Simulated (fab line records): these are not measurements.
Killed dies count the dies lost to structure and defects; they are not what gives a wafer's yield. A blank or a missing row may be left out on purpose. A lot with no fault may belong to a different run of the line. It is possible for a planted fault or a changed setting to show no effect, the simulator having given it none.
fab line records    flow nand-harc
record lots=6  wafers=18  last-day=26
route steps=1159 shown A_BONDPAD@1074 HYBRID_BOND@1094 THIN_TSV@1101 END@1159
lots that met no fault: from a run of the same line without faults
start-h: hours from the record's first day to the start of the lot's first wafer shown    wait-h: hours from the lot's prior step to this one    " the same as in the row above    L1.1+2: one row covering several wafers at once    - no value, or no start was given    * or withheld: withheld    < > ~ a bound
route shown NAME@n: names a module that has steps shown in the file, with the first one's number in the route    usual: mean/standard deviation of fault-free wafers    same: alike in all rows    chamber/n: place in a boat    sites: per-site readings    _std_site: the standard deviation of these    _edge_site: outer sites' mean less inner sites'    radius-mm: for every site, how far away it sits from the centre of the wafer    mask NAME#n: copy n    behind: the last tool/chamber to shape the wafer    hold: why the lot went on hold/how many hours it stayed there/how the hold came to an end    device: names the non-switching transistor (n, p or np)    end of line: the same wafers' tests at the end of the route    step lacking rows: just its recipe    killed: at the first sort, the dies lost to defects and structure; wafer yield is something else    map: per-die view of a wafer (x killed, . not killed, _ where there is no die)
set.NAME: the setting that was run; set.NAME@STEP: the one run at that earlier step    model.NAME: the simulator's own value behind a step, which no gauge read
certain route steps with their lots: each step a table, each wafer a row
services: a tool's chamber out of use, with start hour (start-h, from the record's first day; less than 0 if before it), hours out, and reason
## steps
# step NHARC_A_BONDPAD_HARDBAKE_10
# recipe temp-c=118  time-s=65
# step NHARC_A_BONDPAD_DESCUM_11
# recipe time-s=3  o2-flow-sccm=200  ar-flow-sccm=0  bias-power-w=0  chemistry=O2
# usual drypump-motor-current-A=5.61/0.29  o2-flow-sccm=200.0/0.58  oes-product-au=0.999/0.0071  rf-vpp-V=57.7/0.89  showerhead-plenum-p-Torr=1.88/0.053  throttle-valve-pct=11.311/0.0095
lot.wafer  tool         chamber  start-h  wait-h  drypump-motor-current-A  o2-flow-sccm  oes-product-au  rf-hours-counter-h  rf-vpp-V  showerhead-plenum-p-Torr  throttle-valve-pct
L408.1     rie-diel-03  1        444.52   -       5.68                     200.6         1.002           2                   59.3      1.93                      11.311
L408.4     "            2        "        "       5.41                     199.8         0.995           2                   57.7      1.91                      11.319
L408.5     "            0        "        "       5.96                     200.0         1.004           -                   57.7      1.85                      11.319
L409.2     rie-diel-03  3        446.63   -       5.54                     199.0         0.986           2                   58.3      1.85                      11.306
L409.5     "            1        "        "       5.70                     200.8         0.987           -                   57.4      1.93                      11.295
L409.6     "            2        "        "       5.40                     200.6         0.990           -                   58.9      1.91                      11.323
L415.1     rie-diel-03  2        525.05   -       5.40                     201.3         0.990           5                   57.1      1.91                      11.312
L415.3     "            3        "        "       5.54                     199.6         1.005           5                   58.8      1.85                      11.305
L415.5     "            1        "        "       5.66                     200.6         0.996           -                   58.5      1.93                      11.323
L418.2     rie-diel-03  3        533.78   -       5.56                     199.6         0.994           5                   57.1      1.85                      11.296
L418.3     "            0        "        "       5.94                     200.2         1.011           5                   57.0      1.85                      11.333
L418.1     "            1        "        "       5.69                     200.5         1.003           5                   56.8      1.93                      11.305
L414.1     rie-diel-03  1        555.93   -       5.61                     199.4         0.990           6                   57.6      1.93                      11.312
L414.6     "            1        "        "       5.66                     200.0         0.998           -                   56.1      1.93                      11.297
L414.5     "            2        "        "       5.42                     198.9         0.994           -                   58.6      1.91                      11.311
L427.2     rie-diel-04  1        579.18   -       5.89                     200.8         1.008           24                  57.3      1.89                      11.320
L427.3     "            2        "        "       5.61                     199.7         0.997           26                  56.6      1.87                      11.326
L427.4     "            1        "        "       5.93                     200.2         1.011           -                   58.0      1.89                      11.309
# step NHARC_A_BONDPAD_ETCH_34
# recipe target-depth-a=600  overetch-a=180  time-s=65.91  ion-energy-ev=200  n2-flow-sccm=150  h2-flow-sccm=150  ar-flow-sccm=0  rf-w=400  bias-w=150  chemistry=N2/H2
# usual drypump-motor-current-A=5.61/0.3  h2-flow-sccm=150.0/0.45  oes-product-au=0.999/0.0071  rf-vpp-V=429.5/1.8  showerhead-plenum-p-Torr=2.00/0.057  throttle-valve-pct=14.171/0.0088
lot.wafer  tool         chamber  start-h  wait-h  drypump-motor-current-A  h2-flow-sccm  oes-product-au  rf-hours-counter-h  rf-vpp-V  showerhead-plenum-p-Torr  throttle-valve-pct
L408.1     rie-diel-03  2        444.59   0.1     5.42                     149.2         0.997           2                   432.6     2.04                      14.168
L408.4     "            0        "        "       5.94                     149.9         1.009           2                   428.3     1.97                      14.176
L408.5     "            1        "        "       5.68                     149.6         0.991           -                   429.6     2.06                      14.166
L409.2     rie-diel-03  0        446.70   0.1     5.96                     150.3         0.999           2                   428.0     1.97                      14.172
L409.6     "            3        "        "       5.57                     150.7         1.010           -                   430.0     1.97                      14.180
L409.5     "            0        "        "       5.93                     149.6         1.009           -                   429.5     1.97                      14.169
L415.3     rie-diel-03  2        525.13   0.1     5.40                     150.0         0.999           5                   430.1     2.04                      14.173
L415.1     "            3        "        "       5.55                     150.0         1.002           5                   429.2     1.97                      14.164
L415.5     "            2        "        "       5.40                     150.5         0.999           -                   431.7     2.04                      14.168
L418.2     rie-diel-03  1        533.86   0.1     5.65                     150.7         1.006           5                   430.7     2.06                      14.163
L418.3     "            2        "        "       5.40                     150.1         0.993           5                   431.2     2.04                      14.160
L418.1     "            0        "        "       5.93                     150.6         1.006           5                   426.6     1.97                      14.170
L414.1     rie-diel-03  2        556.01   0.1     5.41                     150.4         1.001           6                   429.6     2.04                      14.165
L414.5     "            2        "        "       5.40                     150.3         0.987           -                   429.6     2.03                      14.172
L414.6     "            3        "        "       5.58                     149.7         1.006           -                   428.9     1.97                      14.170
L427.3     rie-diel-04  3        579.27   0.1     4.93                     149.8         1.000           26                  430.5     2.03                      14.165
L427.2     "            2        "        "       5.64                     149.3         1.009           26                  427.6     2.00                      14.173
L427.4     "            3        "        "       4.95                     150.0         1.010           -                   430.9     2.03                      14.177
# step NHARC_A_BONDPAD_ETCH_12
# recipe target-depth-a=2200  time-s=110  chf3-flow-sccm=50  o2-flow-sccm=10  ar-flow-sccm=200  rf-w=500  bias-w=200  chemistry=CHF3/O2
# usual drypump-motor-current-A=5.61/0.3  o2-flow-sccm=10.001/0.029  oes-product-au=0.939/0.021  rf-vpp-V=369.6/1.7  showerhead-plenum-p-Torr=2.36/0.064  throttle-valve-pct=20.571/0.0091
lot.wafer  tool         chamber  start-h  wait-h  drypump-motor-current-A  o2-flow-sccm  oes-product-au  rf-hours-counter-h  rf-vpp-V  showerhead-plenum-p-Torr  throttle-valve-pct
L408.1     rie-diel-03  2        -        -       5.42                     10.009        0.973           2                   372.5     2.40                      20.587
L408.4     "            3        "        "       5.56                     9.950         0.961           2                   367.9     2.33                      20.571
L408.5     "            2        "        "       5.41                     10.028        0.976           -                   370.2     2.40                      20.576
L409.2     rie-diel-03  2        -        -       5.40                     10.002        0.959           2                   369.4     2.40                      20.579
L409.6     "            0        "        "       5.96                     9.991         0.988           -                   370.2     2.32                      20.558
L409.5     "            1        "        "       5.69                     10.001        0.975           -                   369.7     2.43                      20.572
L415.1     rie-diel-03  2        -        -       5.38                     10.001        0.939           5                   371.2     2.40                      20.587
L415.3     "            3        "        "       5.54                     9.994         0.963           5                   370.5     2.33                      20.574
L415.5     "            3        "        "       5.53                     9.987         0.956           -                   367.9     2.33                      20.558
L418.3     rie-diel-03  3        -        -       5.51                     10.018        0.929           5                   369.7     2.33                      20.568
L418.2     "            0        "        "       5.95                     9.968         0.927           5                   367.3     2.32                      20.551
L418.1     "            2        "        "       5.41                     10.012        0.918           5                   369.7     2.40                      20.560
L414.1     rie-diel-03  3        -        -       5.56                     10.051        0.979           6                   369.8     2.33                      20.569
L414.5     "            2        "        "       5.41                     10.040        0.954           -                   372.0     2.40                      20.572
L414.6     "            3        "        "       5.53                     10.011        0.980           -                   368.8     2.33                      20.589
L427.3     rie-diel-04  2        -        -       5.62                     10.028        0.923           27                  370.1     2.35                      20.575
L427.2     "            3        "        "       4.93                     9.996         0.920           26                  369.7     2.40                      20.573
L427.4     "            3        "        "       4.96                     9.963         0.918           -                   369.2     2.40                      20.569
# step NHARC_A_BONDPAD_CD_MEAS_13
# usual cd-nm=499.6/1.4
lot.wafer  tool       chamber  start-h  wait-h  cd-nm
L408.1     cd-sem-03  -        444.81   -       499.6
L408.4     "          -        "        "       499.2
L408.5     "          -        "        "       501.4
L409.2     cd-sem-01  -        446.93   -       497.7
L409.5     "          -        "        "       499.4
L409.6     "          -        "        "       498.2
L415.1     cd-sem-01  -        525.36   -       499.9
L415.3     "          -        "        "       499.2
L415.5     "          -        "        "       500.3
L418.1     cd-sem-01  -        534.09   -       498.5
L418.2     "          -        "        "       499.6
L418.3     "          -        "        "       500.3
L414.1     cd-sem-03  -        556.24   -       500.4
L414.5     "          -        "        "       501.6
L414.6     "          -        "        "       502.0
L427.2     cd-sem-02  -        579.61   -       498.3
L427.3     "          -        "        "       498.1
L427.4     "          -        "        "       496.6
# step NHARC_A_BONDPAD_STRIP_15
# recipe o2-flow-sccm=500  ar-flow-sccm=0  bias-w=0  chemistry=O2
# usual drypump-motor-current-A=5.7/0.33  o2-flow-sccm=499.9/1.4  oes-product-au=0.999/0.007  rf-vpp-V=57.6/0.83  showerhead-plenum-p-Torr=3.48/0.11  throttle-valve-pct=17.036/0.0096
lot.wafer  tool         chamber  start-h  wait-h  drypump-motor-current-A  o2-flow-sccm  oes-product-au  rf-hours-counter-h  rf-vpp-V  showerhead-plenum-p-Torr  throttle-valve-pct
L408.4     rie-diel-13  3        444.93   0.1     6.6                      499.7         1.008           55                  56.8      3.78                      17.016
L408.1     "            0        "        "       5.4                      501.4         0.999           54                  58.1      3.56                      17.033
L408.5     "            1        "        "       5.3                      500.2         0.994           -                   58.0      3.42                      17.026
L409.2     rie-diel-03  2        447.05   0.1     5.4                      499.6         0.993           2                   57.6      3.52                      17.050
L409.6     "            3        "        "       5.5                      500.4         0.989           -                   57.6      3.42                      17.027
L409.5     "            0        "        "       6.0                      499.2         0.995           -                   56.0      3.42                      17.036
L415.3     rie-diel-03  0        525.45   0.1     5.9                      501.0         1.009           5                   57.7      3.42                      17.035
L415.1     "            2        "        "       5.4                      499.5         1.003           5                   57.2      3.52                      17.044
L415.5     "            3        "        "       5.6                      500.5         1.008           -                   58.6      3.42                      17.027
L418.2     rie-diel-03  1        534.18   0.1     5.7                      500.1         0.987           5                   56.9      3.56                      17.028
L418.3     "            2        "        "       5.4                      502.5         1.007           5                   57.9      3.52                      17.037
L418.1     "            3        "        "       5.5                      499.5         0.993           5                   57.4      3.42                      17.033
L414.1     rie-diel-03  1        556.33   0.1     5.7                      500.1         0.993           6                   56.7      3.56                      17.046
L414.5     "            0        "        "       6.0                      498.6         1.015           -                   58.1      3.42                      17.043
L414.6     "            1        "        "       5.7                      501.1         1.005           -                   59.0      3.56                      17.021
L427.3     rie-diel-13  0        579.69   0.1     5.4                      503.4         0.998           44                  58.4      3.54                      17.033
L427.4     "            1        "        "       5.3                      498.7         1.005           53                  58.2      3.39                      17.058
L427.2     "            3        "        "       6.6                      501.2         0.998           51                  57.9      3.75                      17.041
# step NHARC_A_BONDPAD_ETCH_24
# recipe target-depth-a=300  over-etch-frac=0.3  time-s=72.99  ion-energy-ev=150  cf4-flow-sccm=50  n2-flow-sccm=100  ar-flow-sccm=150  rf-w=300  bias-w=100  chemistry=CF4/N2
# usual drypump-motor-current-A=5.7/0.35  oes-product-au=0.999/0.0068  rf-vpp-V=313.6/1.7  showerhead-plenum-p-Torr=2.59/0.088  throttle-valve-pct=19.795/0.0092
lot.wafer  tool         chamber  start-h  wait-h  drypump-motor-current-A  oes-product-au  rf-hours-counter-h  rf-vpp-V  showerhead-plenum-p-Torr  throttle-valve-pct
L408.4     rie-diel-13  2        -        -       5.7                      1.010           56                  310.6     2.45                      19.797
L408.1     "            3        "        "       6.5                      0.991           55                  317.6     2.81                      19.779
L408.5     "            3        "        "       6.5                      0.993           -                   317.5     2.81                      19.782
L409.2     rie-diel-03  0        -        -       5.9                      0.995           2                   312.8     2.54                      19.794
L409.5     "            0        "        "       5.9                      0.992           -                   312.3     2.54                      19.825
L409.6     "            1        "        "       5.7                      1.004           -                   315.2     2.65                      19.798
L415.3     rie-diel-03  3        -        -       5.6                      0.998           5                   312.8     2.55                      19.797
L415.1     "            2        "        "       5.4                      0.995           5                   313.9     2.62                      19.818
L415.5     "            0        "        "       5.9                      0.995           -                   311.7     2.54                      19.805
L418.1     rie-diel-03  3        -        -       5.6                      0.996           5                   312.3     2.55                      19.788
L418.2     "            0        "        "       5.9                      1.001           5                   310.7     2.54                      19.790
L418.3     "            1        "        "       5.6                      1.002           5                   314.2     2.65                      19.795
L414.1     rie-diel-03  2        -        -       5.4                      1.001           6                   312.2     2.62                      19.794
L414.5     "            2        "        "       5.4                      0.999           -                   314.7     2.62                      19.801
L414.6     "            3        "        "       5.6                      1.005           -                   313.4     2.55                      19.802
L427.2     rie-diel-13  3        -        -       6.5                      0.996           51                  316.2     2.79                      19.795
L427.3     "            1        "        "       5.4                      0.997           53                  311.8     2.52                      19.788
L427.4     "            2        "        "       5.7                      0.990           54                  309.3     2.43                      19.790
# step NHARC_A_BONDPAD_STRIP_16
# recipe time-s=600  temp-c=30  chemistry=post-etch-residue-remover
# step NHARC_A_BONDPAD_DEGAS_25
# recipe temp-c=300  time-s=60
# step NHARC_A_BONDPAD_PRE_CLEAN_26
# recipe time-s=30  temp-c=280  gas=H2/He
# step NHARC_A_BONDPAD_PVD_17
# recipe target-thk-a=50  bias-v=168.6  power-w=15000  chamber-pressure-pa=0.12  time-s=8.06  substrate-temp-c=50  material=TaN
# step NHARC_A_BONDPAD_PVD_27
# recipe target-thk-a=300  chamber-pressure-pa=5  power-w=5000  substrate-temp-c=30  time-s=20.49  material=Cu
# step NHARC_A_BONDPAD_ECD_18
# recipe target-thk-a=4000  bath-temp-c=25  material=Cu
lot.wafer   tool       chamber  start-h  wait-h
L408.1+4+5  ecd-cu-01  0        445.87   -
L409.2+6+5  ecd-cu-02  0,0,1    447.94   -
L415.1+3+5  ecd-cu-01  1,1,0    526.43   -
L418.1+2+3  ecd-cu-01  0,1,1    535.08   -
L414.1+6+5  ecd-cu-02  0,0,1    557.23   -
L427.2+4+3  ecd-cu-02  0,1,0    580.64   -
# step NHARC_A_BONDPAD_ANNEAL_28
# recipe temp-c=225  time-s=90
# step NHARC_A_BONDPAD_CMP_19
# recipe t-overpolish-s=30  cu-recess-touch-s=16  target-thk-nm=169.8
# step NHARC_A_BONDPAD_SRD_21
# recipe time-s=30  temp-c=23  dry-time-s=20  spin-rpm=1500
# step NHARC_A_BONDPAD_INSPECT_23
# usual raw-defect-count=454/110
lot.wafer  tool               chamber  start-h  wait-h  raw-defect-count
L408.1     defect-inspect-01  -        447.10   0.0     388
L408.4     "                  -        "        "       517
L408.5     "                  -        "        "       623
L409.2     defect-inspect-02  -        449.21   0.0     382
L409.5     "                  -        "        "       403
L409.6     "                  -        "        "       382
L415.1     defect-inspect-01  -        527.72   0.0     333
L415.3     "                  -        "        "       295
L415.5     "                  -        "        "       269
L418.1     defect-inspect-01  -        536.36   0.0     353
L418.2     "                  -        "        "       348
L418.3     "                  -        "        "       423
L414.1     defect-inspect-01  -        558.55   0.0     408
L414.5     "                  -        "        "       429
L414.6     "                  -        "        "       548
L427.2     defect-inspect-02  -        582.16   0.1     279
L427.3     "                  -        "        "       442
L427.4     "                  -        "        "       357
# step NHARC_HYBRID_BOND_ACTIVATE_00
# recipe time-s=60  n2-flow-sccm=200  ar-flow-sccm=0  bias-power-w=0  chemistry=N2
# step NHARC_HYBRID_BOND_PRECLEAN_01
# recipe time-s=300  temp-c=23  chemistry=DIW
# step NHARC_HYBRID_BOND_SRD_02
# recipe time-s=30  temp-c=23  dry-time-s=20  spin-rpm=1500
# step NHARC_HYBRID_BOND_BOND_03
# recipe temp-c=25
# step NHARC_HYBRID_BOND_ANNEAL_04
# recipe temp-c=300  time-s=7200  ramp-up-c-per-min=5  ramp-down-c-per-min=3  idle-temp-c=100  pressure-atm=1
# step NHARC_HYBRID_BOND_OVL_MEAS_05
# usual overlay-x-nm=2/29  overlay-y-nm=7/34
lot.wafer  tool        chamber  start-h  wait-h  overlay-x-nm  overlay-y-nm
L408.1     overlay-02  -        457.34   0.4     -32           46
L408.4     "           -        "        "       36            56
L408.5     "           -        "        "       10            -14
L409.2     overlay-01  -        457.34   0.4     12            1
L409.5     "           -        "        "       20            -23
L409.6     "           -        "        "       -16           -18
L415.1     overlay-02  -        538.29   0.4     95            17
L418.1     overlay-02  -        546.26   0.4     -6            81
L418.2     "           -        "        "       -31           29
L414.1     overlay-02  -        568.42   0.4     0             48
L414.5     "           -        "        "       -22           20
L414.6     "           -        "        "       49            51
L427.2     overlay-01  -        591.13   0.4     -43           79
L427.3     "           -        "        "       66            34
L427.4     "           -        "        "       20            -33
# step NHARC_HYBRID_BOND_INSPECT_06
# recipe inspect-instrument=ir-void
# usual raw-defect-count=32/14
lot.wafer  tool               chamber  start-h  wait-h  raw-defect-count
L408.1     defect-inspect-01  -        457.39   0.0     57
L408.4     "                  -        "        "       38
L408.5     "                  -        "        "       45
L409.2     defect-inspect-02  -        457.39   0.1     21
L409.5     "                  -        "        "       12
L409.6     "                  -        "        "       13
L415.1     defect-inspect-01  -        538.34   0.0     39
L418.1     defect-inspect-01  -        546.31   0.0     43
L418.2     "                  -        "        "       40
L414.1     defect-inspect-02  -        568.47   0.1     4
L414.5     "                  -        "        "       12
L414.6     "                  -        "        "       12
L427.2     defect-inspect-02  -        591.22   0.1     22
L427.3     "                  -        "        "       20
L427.4     "                  -        "        "       22
# step NHARC_THIN_TSV_GRIND_00
# recipe target-thk-um=6
# step NHARC_THIN_TSV_CMP_01
# recipe target-thk-um=3
# step NHARC_THIN_TSV_THK_MEAS_02
# recipe thk-meas-gauge=ir
# usual thk-nm=2963/230
lot.wafer  tool           chamber  start-h  wait-h  thk-nm
L409.2     film-metro-02  -        459.05   -       2809
L409.5     "              -        "        "       2559
L409.6     "              -        "        "       2721
L408.1     film-metro-01  -        460.26   -       2947
L408.4     "              -        "        "       2898
L408.5     "              -        "        "       2769
L415.1     film-metro-01  -        541.18   0.2     3247
L418.1     film-metro-01  -        549.30   -       3012
L418.2     "              -        "        "       2632
L414.1     film-metro-02  -        570.13   -       2740
L414.5     "              -        "        "       2729
L414.6     "              -        "        "       2888
L427.2     film-metro-02  -        595.22   -       2827
L427.3     "              -        "        "       2620
L427.4     "              -        "        "       3150
# step NHARC_THIN_TSV_SRD_03
# step NHARC_THIN_TSV_PRECLEAN_41
# recipe time-s=*  temp-c=50  bath-age-min=0  chemistry=SC1
# step NHARC_THIN_TSV_SRD_42
# step NHARC_THIN_TSV_DEP_43
# recipe target-thk-a=13285  temp-c=withheld  pressure-torr=6.5  rf-w=900  teos-flow-sccm=161.4  flow-sccm=2650  target-thk-nm=1328.5  gas=O2  material=SiO2
# step NHARC_THIN_TSV_DEHYDRATE_04
# recipe temp-c=150  time-s=120
# step NHARC_THIN_TSV_HMDS_05
# recipe time-s=30
# step NHARC_THIN_TSV_COAT_06
# recipe spin-rpm=*
# step NHARC_THIN_TSV_SOFTBAKE_07
# recipe temp-c=122  time-s=95
# step NHARC_THIN_TSV_EBR_08
# step NHARC_THIN_TSV_EXPOSE_09
# recipe na=0.55  dose-mj=30.7  mask-id=TSV
# step NHARC_THIN_TSV_PEB_10
# recipe peb-temp-c=118  peb-time-s=85
# step NHARC_THIN_TSV_DEVELOP_11
# recipe time-s=70
# step NHARC_END_SORT_01
# recipe temp-c=25
# usual defect-limited-yield=95.4/1.6  killed-at-array=28/11  killed-at-other=0.9/1.2  killed-at-periphery=2.6/2.1  killed-dies=31/11  killed-open=3.1/1.7  killed-short=1.9/1.3  sort_bin_2_pct=1.5/0.64  sort_bin_3_pct=0.26/0.21  sort_bin_4_pct=2.9/1.1  sort-n-pass=646/11  sort-rim-yield-pct=96.4/2.3  sort-yield-pct=95.4/1.6
# same gross-dies=677  sort_bin_5_pct[%]=0  sort_bin_6_pct[%]=0  sort_bin_7_pct[%]=0  sort_bin_8_pct[%]=0  sort-rim-n-gross=106.00
lot.wafer  tool       chamber  start-h  wait-h  defect-limited-yield[%]  killed-at-array  killed-at-other  killed-at-periphery  killed-dies  killed-open  killed-short  sort_bin_2_pct[%]  sort_bin_3_pct[%]  sort_bin_4_pct[%]  sort-n-pass  sort-rim-yield-pct[%]  sort-yield-pct[%]
L415.3     prober-01  0        566.23   3.1     0.1                      675              0                1                    676          3            1             96.6               0.30               3.0                1            0.9                    0.1
L415.5     prober-01  0        567.83   3.7     0                        676              1                0                    677          6            4             96.8               0                  3.2                0            0                      0
L418.3     prober-01  0        574.09   3.1     0                        674              0                3                    677          5            2             96.3               0.30               3.4                0            0                      0
L414.6     prober-02  0        590.36   4.0     97.2                     14               2                3                    19           4            2             0.6                0.15               2.1                658          99.1                   97.2
# killed by level:class
L415.3 A_BONDPAD:area-ecd=643 A_CHANNEL_HOLE_D1:chamber-film-flake=17 A_CONTACT:chamber-film-flake=8 A_CONTACT:geometric-particle:open=2 A_STAIRCASE:chamber-film-flake=2 P_CONTACT:geometric-particle:open=1 A_CHANNEL_HOLE_D1:geometric-particle:short=1 A_ZERO_WELL:chamber-film-flake=1
L415.5 A_BONDPAD:area-ecd=643 A_CHANNEL_HOLE_D1:chamber-film-flake=18 A_CONTACT:geometric-particle:open=3 A_CONTACT:chamber-film-flake=3 A_ONON_D1:geometric-particle:open=2 A_CHANNEL_HOLE_D1:geometric-particle:open=1 A_CHANNEL_FILL_D1:geometric-particle:short=1 A_WL_FILL:geometric-particle:short=1
L418.3 A_BONDPAD:area-ecd=642 A_CHANNEL_HOLE_D1:chamber-film-flake=13 A_SLIT:chamber-film-flake=12 A_CHANNEL_FILL_D1:chamber-film-flake=2 P_GATE:geometric-particle:open=1 P_CONTACT:geometric-particle:open=1 P_M2:geometric-particle:open=1 A_SOURCE_PLATE:geometric-particle:open=1
L414.6 A_CHANNEL_HOLE_D1:chamber-film-flake=7 THIN_TSV:chamber-film-flake=2 P_M1:geometric-particle:open=1 A_ONON_D1:geometric-particle:short=1 A_CONTACT:geometric-particle:open=1 A_M0:geometric-particle:open=1 A_M0:geometric-particle:short=1 A_M1:geometric-particle:open=1
# map L415.5 (x killed, . not)
____________x____________
_________xxxxxxx_________
_______xxxxxxxxxxx_______
______xxxxxxxxxxxxx______
_____xxxxxxxxxxxxxxx_____
____xxxxxxxxxxxxxxxxx____
____xxxxxxxxxxxxxxxxx____
___xxxxxxxxxxxxxxxxxxx___
___xxxxxxxxxxxxxxxxxxx___
__xxxxxxxxxxxxxxxxxxxxx__
__xxxxxxxxxxxxxxxxxxxxx__
_xxxxxxxxxxxxxxxxxxxxxxx_
_xxxxxxxxxxxxxxxxxxxxxxx_
_xxxxxxxxxxxxxxxxxxxxxxx_
_xxxxxxxxxxxxxxxxxxxxxxx_
_xxxxxxxxxxxxxxxxxxxxxxx_
xxxxxxxxxxxxxxxxxxxxxxxxx
xxxxxxxxxxxxxxxxxxxxxxxxx
xxxxxxxxxxxxxxxxxxxxxxxxx
xxxxxxxxxxxxxxxxxxxxxxxxx
xxxxxxxxxxxxxxxxxxxxxxxxx
_xxxxxxxxxxxxxxxxxxxxxxx_
_xxxxxxxxxxxxxxxxxxxxxxx_
_xxxxxxxxxxxxxxxxxxxxxxx_
_xxxxxxxxxxxxxxxxxxxxxxx_
_xxxxxxxxxxxxxxxxxxxxxxx_
__xxxxxxxxxxxxxxxxxxxxx__
__xxxxxxxxxxxxxxxxxxxxx__
___xxxxxxxxxxxxxxxxxxx___
___xxxxxxxxxxxxxxxxxxx___
____xxxxxxxxxxxxxxxxx____
____xxxxxxxxxxxxxxxxx____
_____xxxxxxxxxxxxxxx_____
______xxxxxxxxxxxxx______
_______xxxxxxxxxxx_______
_________xxxxxxx_________
____________x____________
# map L418.3 (x killed, . not)
____________x____________
_________xxxxxxx_________
_______xxxxxxxxxxx_______
______xxxxxxxxxxxxx______
_____xxxxxxxxxxxxxxx_____
____xxxxxxxxxxxxxxxxx____
____xxxxxxxxxxxxxxxxx____
___xxxxxxxxxxxxxxxxxxx___
___xxxxxxxxxxxxxxxxxxx___
__xxxxxxxxxxxxxxxxxxxxx__
__xxxxxxxxxxxxxxxxxxxxx__
_xxxxxxxxxxxxxxxxxxxxxxx_
_xxxxxxxxxxxxxxxxxxxxxxx_
_xxxxxxxxxxxxxxxxxxxxxxx_
_xxxxxxxxxxxxxxxxxxxxxxx_
_xxxxxxxxxxxxxxxxxxxxxxx_
xxxxxxxxxxxxxxxxxxxxxxxxx
xxxxxxxxxxxxxxxxxxxxxxxxx
xxxxxxxxxxxxxxxxxxxxxxxxx
xxxxxxxxxxxxxxxxxxxxxxxxx
xxxxxxxxxxxxxxxxxxxxxxxxx
_xxxxxxxxxxxxxxxxxxxxxxx_
_xxxxxxxxxxxxxxxxxxxxxxx_
_xxxxxxxxxxxxxxxxxxxxxxx_
_xxxxxxxxxxxxxxxxxxxxxxx_
_xxxxxxxxxxxxxxxxxxxxxxx_
__xxxxxxxxxxxxxxxxxxxxx__
__xxxxxxxxxxxxxxxxxxxxx__
___xxxxxxxxxxxxxxxxxxx___
___xxxxxxxxxxxxxxxxxxx___
____xxxxxxxxxxxxxxxxx____
____xxxxxxxxxxxxxxxxx____
_____xxxxxxxxxxxxxxx_____
______xxxxxxxxxxxxx______
_______xxxxxxxxxxx_______
_________xxxxxxx_________
____________x____________
## services
tool         chamber  start-h  hours  kind
rie-diel-03  0        425.80   -      clean
rie-diel-03  1        425.80   -      clean
rie-diel-03  2        425.80   -      clean
rie-diel-03  3        425.80   -      clean
rie-diel-04  0        442.08   2.6    repair
rie-diel-04  3        443.11   8.3    repair
ecd-cu-01    -        449.76   8.0    pm
rie-diel-03  0        450.30   -      clean
rie-diel-03  1        450.30   -      clean
rie-diel-03  2        450.30   -      clean
rie-diel-03  3        450.30   -      clean
rie-diel-04  3        451.85   2.1    repair
rie-diel-13  -        453.20   9.0    pm
rie-diel-04  -        465.98   9.0    pm
rie-diel-13  0        466.52   6.0    repair
rie-diel-03  0        474.80   -      clean
rie-diel-04  1        479.75   6.5    repair
rie-diel-04  1        494.32   8.7    repair
ecd-cu-01    -        506.82   2.3    repair
rie-diel-03  3        511.68   5.4    repair
ecd-cu-02    -        532.00   8.0    pm
ecd-cu-02    -        544.02   2.8    repair
rie-diel-03  -        569.30   9.0    pm
rie-diel-04  0        576.03   3.6    repair
## key
first-sign step=NHARC_END_SORT_01  reading=sort_bin_2_pct  direction=up  sigmas=99+  usual=1.5  struck=96.6
effect step=NHARC_END_SORT_01  reading=killed-at-array  direction=up  sigmas=60  usual=28  struck=675
more-kills-born-at NHARC_A_BONDPAD_ECD_18@ecd-cu-01=1928
met-at NHARC_A_BONDPAD_ECD_18
struck-wafers L415.3,L415.5,L418.3
later-rows-left-out L415.3,L415.5,L418.3
fault kind=process-parameter-drift  tool=ecd-cu-01  chamber=-  onset-h=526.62  steps=NHARC_A_BONDPAD_ECD_18  channel=target-thk-a  offset=*  shape=step  end-h=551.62  scope=struck-wafers-only  acts-in=*  stated=*
# later-rows-left-out: the simulator's readings of these wafers behind a module that went badly wrong aren't trusted and aren't shown, but for the sort
